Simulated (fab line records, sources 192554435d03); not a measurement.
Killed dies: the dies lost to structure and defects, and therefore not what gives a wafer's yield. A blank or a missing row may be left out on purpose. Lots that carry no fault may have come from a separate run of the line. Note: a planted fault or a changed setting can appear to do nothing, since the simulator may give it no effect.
Which tool did it? | flow n5-finfet | 33 wafers from 11 lots sampled at 3 of the route's 1938 steps

## WHAT THE GAUGES READ, wafer by wafer
N5_MIM_TOP_LITHO_INSPECT_12: inspects for defects (macro). Usual: raw-defect-count 2.3, standard deviation 1.4.
lot  | measured     | on                | raw-defect-count | flag
L651 | day 12 19:32 | defect-inspect-02 | 4 3 4            |
L652 | day 13 03:51 | defect-inspect-02 | 1 3 2            |
L653 | day 13 16:32 | defect-inspect-01 | 0 3 2            |
L661 | day 15 02:55 | defect-inspect-01 | 2 3 2            |
L668 | day 16 21:34 | defect-inspect-02 | 4 1 2            |
L665 | day 16 21:17 | defect-inspect-01 | 1 0 2            |
L667 | day 17 02:40 | defect-inspect-01 | 1 0 2            |
L671 | day 17 13:19 | defect-inspect-02 | 2 5 0            |
L670 | day 17 13:29 | defect-inspect-01 | 1 1 2            |
L672 | day 18 11:59 | defect-inspect-02 | 2 3 2            |
L673 | day 20 05:18 | defect-inspect-01 | 4 0 1            |

## EACH LOT AND THE TOOL THAT RAN IT (in order: tool; ch and the chambers of the sampled wafers; start)
lot  | N5_MIM_BOT_DEGAS_01          | N5_MIM_TOP_ALD_01
L651 | pvd-sputter-03, day 12 17:54 | ald-hk-02 ch 1,2, day 12 19:32 or earlier
L652 | pvd-sputter-02, day 13 02:13 | ald-hk-03 ch 0,2,3, day 13 03:51 or earlier
L653 | pvd-sputter-03, day 13 15:18 | ald-hk-03 ch 0,1,2, day 13 16:32 or earlier
L661 | pvd-sputter-01, day 15 01:49 | ald-hk-03 ch 0,1, day 15 02:55 or earlier
L668 | pvd-sputter-02, day 16 19:34 | ald-hk-01 ch 0,1,2, day 16 21:34 or earlier
L665 | pvd-sputter-02, day 16 19:47 | ald-hk-03 ch 0,2,3, day 16 21:17 or earlier
L667 | pvd-sputter-02, day 17 00:50 | ald-hk-03 ch 0,2,3, day 17 02:40 or earlier
L671 | pvd-sputter-03, day 17 11:33 | ald-hk-02 ch 1,2, day 17 13:19 or earlier
L670 | pvd-sputter-03, day 17 11:46 | ald-hk-03 ch 0,3, day 17 13:29 or earlier
L672 | pvd-sputter-02, day 18 10:46 | ald-hk-02 ch 1,3, day 18 11:59 or earlier
L673 | pvd-sputter-02, day 20 03:48 | ald-hk-03 ch 0,2,3, day 20 05:18 or earlier
- N5_MIM_BOT_DEGAS_01: time 60 s.
- N5_MIM_TOP_ALD_01: deposits HfO2, target thk 5.6 nm, pulse time 1 s, purge time 3 s.

## WHAT THE TOOLS THEMSELVES READ (means of the sampled wafers that have a number; where no wafer has one, the mark that the record gives instead)
N5_MIM_BOT_DEGAS_01. Usual: heater-power-w 473 W, standard deviation 56.
lot  | tool           | heater-power-w (W) | flag
L651 | pvd-sputter-03 | 442                |
L652 | pvd-sputter-02 | 405                |
L653 | pvd-sputter-03 | 446                |
L661 | pvd-sputter-01 | 500                |
L668 | pvd-sputter-02 | 450                |
L665 | pvd-sputter-02 | 484                |
L667 | pvd-sputter-02 | 407                |
L671 | pvd-sputter-03 | 436                |
L670 | pvd-sputter-03 | 472                |
L672 | pvd-sputter-02 | 458                |
L673 | pvd-sputter-02 | 452                |

N5_MIM_TOP_ALD_01. Usual: precursor-pulse-height-rel 1.002, standard deviation 0.02.
lot  | tool      | precursor-pulse-height-rel | flag
L651 | ald-hk-02 | 1.011                      |
L652 | ald-hk-03 | 1.010                      |
L653 | ald-hk-03 | 0.992                      |
L661 | ald-hk-03 | 0.985                      |
L668 | ald-hk-01 | 1.004                      |
L665 | ald-hk-03 | 1.013                      |
L667 | ald-hk-03 | 1.013                      |
L671 | ald-hk-02 | 1.001                      |
L670 | ald-hk-03 | 0.993                      |
L672 | ald-hk-02 | 0.999                      |
L673 | ald-hk-03 | 0.979                      |

## THE ANSWER, worked out from the rows above alone
Rule: a lot is off if the mean of its wafers that have a number lies more than 3 standard deviations from the usual mean. Also off: a lot with no number at a reading for which 4 or more lots have one. The other lots that the step has rows for count as sound. After the gauges, taken in route order, come the tools' own readings; for these a lot's mean is taken, as printed above. At the first step where some lot is off, the reading lying furthest off is the one used; lots without a number count as furthest.
Across all readings shown, no lot is off: no conclusion can be drawn from this.

## WHAT WAS PUT IN BY THE SIMULATOR
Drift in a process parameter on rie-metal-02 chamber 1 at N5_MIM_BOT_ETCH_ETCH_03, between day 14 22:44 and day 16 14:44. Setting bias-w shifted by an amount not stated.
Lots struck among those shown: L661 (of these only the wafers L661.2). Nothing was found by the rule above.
